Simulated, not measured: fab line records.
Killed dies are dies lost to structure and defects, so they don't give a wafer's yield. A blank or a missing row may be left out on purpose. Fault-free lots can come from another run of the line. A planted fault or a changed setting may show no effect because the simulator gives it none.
Which tool did it? | flow n5_finfet | 10 lots with 30 wafers sampled at 4 steps, on a route of 1938 steps

== WHAT EACH GAUGE READ, for each wafer ==
The record lacks any reading of a measuring or inspecting step that a usual standard deviation could be used to judge.

== EACH LOT AND THE TOOL THAT RAN IT (in order: tool; ch and the chambers of the sampled wafers; start) ==
lot  | N5_BEOL_M12_ETCH_67                | N5_BEOL_M12_ETCH_68                | N5_BEOL_M12_SPUTTER_44       | N5_BEOL_M13_COAT_04
L601 | rie_diel-06 ch 0,1,2, day 11 19:10 | rie_diel-06 ch 0,1,2, day 11 19:19 | pvd_sputter-02, day 11 22:14 | litho_track-03 ch 0, day 12 00:17
L605 | rie_diel-06 ch 0,2,3, day 12 17:57 | rie_diel-06 ch 0,2,3, day 12 18:05 | pvd_sputter-03, day 12 19:08 | litho_track-05 ch 0, day 12 20:30
L604 | rie_diel-01 ch 0,2,3, day 12 22:12 | rie_diel-01 ch 0,2,3, day 12 22:21 | pvd_sputter-03, day 13 00:50 | litho_track-05 ch 0, day 13 02:09
L608 | rie_diel-06 ch 0,2, day 13 22:10   | rie_diel-06 ch 0,2, day 13 22:18   | pvd_sputter-03, day 14 01:10 | litho_track-02 ch 0, day 14 02:29
L611 | rie_diel-01 ch 0,1,2, day 16 01:38 | rie_diel-01 ch 0,1,2, day 16 01:47 | pvd_sputter-02, day 16 03:17 | litho_track-05 ch 0, day 16 04:35
L612 | rie_diel-04 ch 0,2,3, day 16 02:01 | rie_diel-04 ch 0,2,3, day 16 02:10 | pvd_sputter-02, day 16 03:47 | litho_track-05 ch 0, day 16 05:07
L616 | rie_diel-04 ch 0,3, day 16 15:10   | rie_diel-04 ch 0,3, day 16 15:19   | pvd_sputter-02, day 16 19:28 | litho_track-03 ch 0, day 16 20:48
L617 | rie_diel-01 ch 0,2,3, day 17 00:32 | rie_diel-01 ch 0,2,3, day 17 00:40 | pvd_sputter-01, day 17 01:44 | litho_track-02 ch 0, day 17 03:03
L618 | rie_diel-06 ch 0,3, day 17 02:14   | rie_diel-06 ch 0,3, day 17 02:23   | pvd_sputter-03, day 17 05:24 | litho_track-02 ch 0, day 17 06:43
L624 | rie_diel-04 ch 0,1,3, day 19 00:05 | rie_diel-04 ch 0,1,3, day 19 00:14 | pvd_sputter-01, day 19 03:10 | litho_track-02 ch 0, day 19 04:32
- N5_BEOL_M12_ETCH_67: etches SiARC in CF4, target depth 143 nm, time 238.3 s.
- N5_BEOL_M12_ETCH_68: etches SOC in N2/H2, time 285 s.
- N5_BEOL_M12_SPUTTER_44: material Ta, target thk 10 nm, time 16.13 s.
- N5_BEOL_M13_COAT_04: resist thk 400 nm.

== WHAT THE TOOLS THEMSELVES READ (means of the sampled wafers that have a number; where no wafer has one, the mark that the record gives instead) ==
N5_BEOL_M12_ETCH_67. Usual: drypump_motor_current_A 5.6 A, standard deviation 0.35; etch_rf_on_time_s 238 s, standard deviation 4.7; oes_product_au 0.71 a.u., standard deviation 0.063; rf_vpp_V 184.4 V, standard deviation 0.97; showerhead_plenum_p_Torr 2.18 Torr, standard deviation 0.048; throttle_valve_pct 15.36 %, standard deviation 0.23.
lot  | tool        | drypump_motor_current_A (A) | etch_rf_on_time_s (s) | oes_product_au (a.u.) | rf_vpp_V (V) | showerhead_plenum_p_Torr (Torr) | throttle_valve_pct (%) | flag
L601 | rie_diel-06 | 5.5                         | 239                   | 0.74                  | 184.5        | 2.17                            | 15.27                  |
L605 | rie_diel-06 | 5.2                         | 237                   | 0.70                  | 183.6        | 2.13                            | 15.30                  |
L604 | rie_diel-01 | 5.7                         | 242                   | 0.69                  | 185.4        | 2.22                            | 15.28                  |
L608 | rie_diel-06 | 5.5                         | 236                   | 0.75                  | 184.4        | 2.17                            | 15.10                  |
L611 | rie_diel-01 | 5.7                         | 240                   | 0.72                  | 184.9        | 2.22                            | 15.34                  |
L612 | rie_diel-04 | 5.8                         | 234                   | 0.75                  | 184.5        | 2.15                            | 15.26                  |
L616 | rie_diel-04 | 5.7                         | 239                   | 0.69                  | 184.5        | 2.17                            | 15.27                  |
L617 | rie_diel-01 | 5.7                         | 239                   | 0.66                  | 185.0        | 2.21                            | 15.35                  |
L618 | rie_diel-06 | 5.0                         | 236                   | 0.74                  | 185.2        | 2.24                            | 15.26                  |
L624 | rie_diel-04 | 5.9                         | 236                   | 0.72                  | 184.3        | 2.17                            | 15.42                  |

N5_BEOL_M12_ETCH_68. Usual: drypump_motor_current_A 5.6 A, standard deviation 0.35; oes_product_au 0.83 a.u., standard deviation 0.074; rf_vpp_V 525.2 V, standard deviation 1.9; showerhead_plenum_p_Torr 2.58 Torr, standard deviation 0.064; throttle_valve_pct 17.46 %, standard deviation 0.25.
lot  | tool        | drypump_motor_current_A (A) | oes_product_au (a.u.) | rf_vpp_V (V) | showerhead_plenum_p_Torr (Torr) | throttle_valve_pct (%) | flag
L601 | rie_diel-06 | 5.5                         | 0.87                  | 524.4        | 2.58                            | 17.38                  |
L605 | rie_diel-06 | 5.3                         | 0.82                  | 523.1        | 2.52                            | 17.35                  |
L604 | rie_diel-01 | 5.7                         | 0.82                  | 527.0        | 2.64                            | 17.42                  |
L608 | rie_diel-06 | 5.5                         | 0.88                  | 525.9        | 2.59                            | 17.27                  |
L611 | rie_diel-01 | 5.7                         | 0.84                  | 526.3        | 2.64                            | 17.48                  |
L612 | rie_diel-04 | 5.8                         | 0.88                  | 524.2        | 2.54                            | 17.37                  |
L616 | rie_diel-04 | 5.7                         | 0.82                  | 524.8        | 2.56                            | 17.32                  |
L617 | rie_diel-01 | 5.7                         | 0.78                  | 525.6        | 2.63                            | 17.49                  |
L618 | rie_diel-06 | 5.0                         | 0.87                  | 526.3        | 2.65                            | 17.25                  |
L624 | rie_diel-04 | 5.9                         | 0.84                  | 525.2        | 2.57                            | 17.52                  |

N5_BEOL_M12_SPUTTER_44. Usual: chamber_pressure_pa 0.06999 Pa, standard deviation 0.00015; throttle_valve_pct 29.8 %, standard deviation 0.79.
lot  | tool           | chamber_pressure_pa (Pa) | throttle_valve_pct (%) | flag
L601 | pvd_sputter-02 | 0.06987                  | 29.6                   |
L605 | pvd_sputter-03 | 0.07006                  | 30.3                   |
L604 | pvd_sputter-03 | 0.07004                  | 29.6                   |
L608 | pvd_sputter-03 | 0.06989                  | 29.6                   |
L611 | pvd_sputter-02 | 0.07004                  | 29.7                   |
L612 | pvd_sputter-02 | 0.07007                  | 29.8                   |
L616 | pvd_sputter-02 | 0.07011                  | 29.6                   |
L617 | pvd_sputter-01 | 0.07008                  | 29.8                   |
L618 | pvd_sputter-03 | 0.06977                  | 29.8                   |
L624 | pvd_sputter-01 | 0.07012                  | 30.4                   |

N5_BEOL_M13_COAT_04. Usual: spin_speed_rpm 1625.0 rpm, standard deviation 1.2.
lot  | tool           | spin_speed_rpm (rpm) | flag
L601 | litho_track-03 | 1625.0               |
L605 | litho_track-05 | 1624.2               |
L604 | litho_track-05 | 1624.5               |
L608 | litho_track-02 | 1623.6               |
L611 | litho_track-05 | 1674.1               | OFF
L612 | litho_track-05 | 1674.0               | OFF
L616 | litho_track-03 | 1624.5               |
L617 | litho_track-02 | 1626.5               |
L618 | litho_track-02 | 1625.3               |
L624 | litho_track-02 | 1626.5               |

== THE ANSWER, worked out from the rows above alone ==
Rule: a lot counts as off when the mean over its wafers that have a number is more than 3 standard deviations away from the usual mean. Also off: a lot with no number at a reading for which 4 or more lots have one. Any other lot the step has rows for is counted as sound. After the gauges, taken in route order, come the tools' own readings; for these a lot's mean is taken, as printed above. The first step at which some lot is off is used, and at that step the reading that is off furthest; a lot without a number counts as furthest.
Off, at N5_BEOL_M13_COAT_04 on spin_speed_rpm: L611, L612.
A tool fits if, at that step or a process step before it, it ran every lot that is off, and no sound lot after the first of them. One candidate fits, namely litho_track-05 at N5_BEOL_M13_COAT_04. Its last sound lot is L604 (day 13 02:09), its first lot that is off L611 (day 16 04:35): a fault that began between those two fits.
The tool's own readings at N5_BEOL_M13_COAT_04 bear it out: on the lots that are off they differ by more than 5 times the standard deviation of the sound lots' means. spin_speed_rpm reads 1674.0 rpm there against 1625.0 rpm on the sound lots.

== WHAT THE SIMULATOR HAD INSERTED ==
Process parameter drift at N5_BEOL_M13_COAT_04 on litho_track-05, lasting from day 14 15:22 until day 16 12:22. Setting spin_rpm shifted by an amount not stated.
Struck lots among those shown: L611, L612. The rule above found the same.
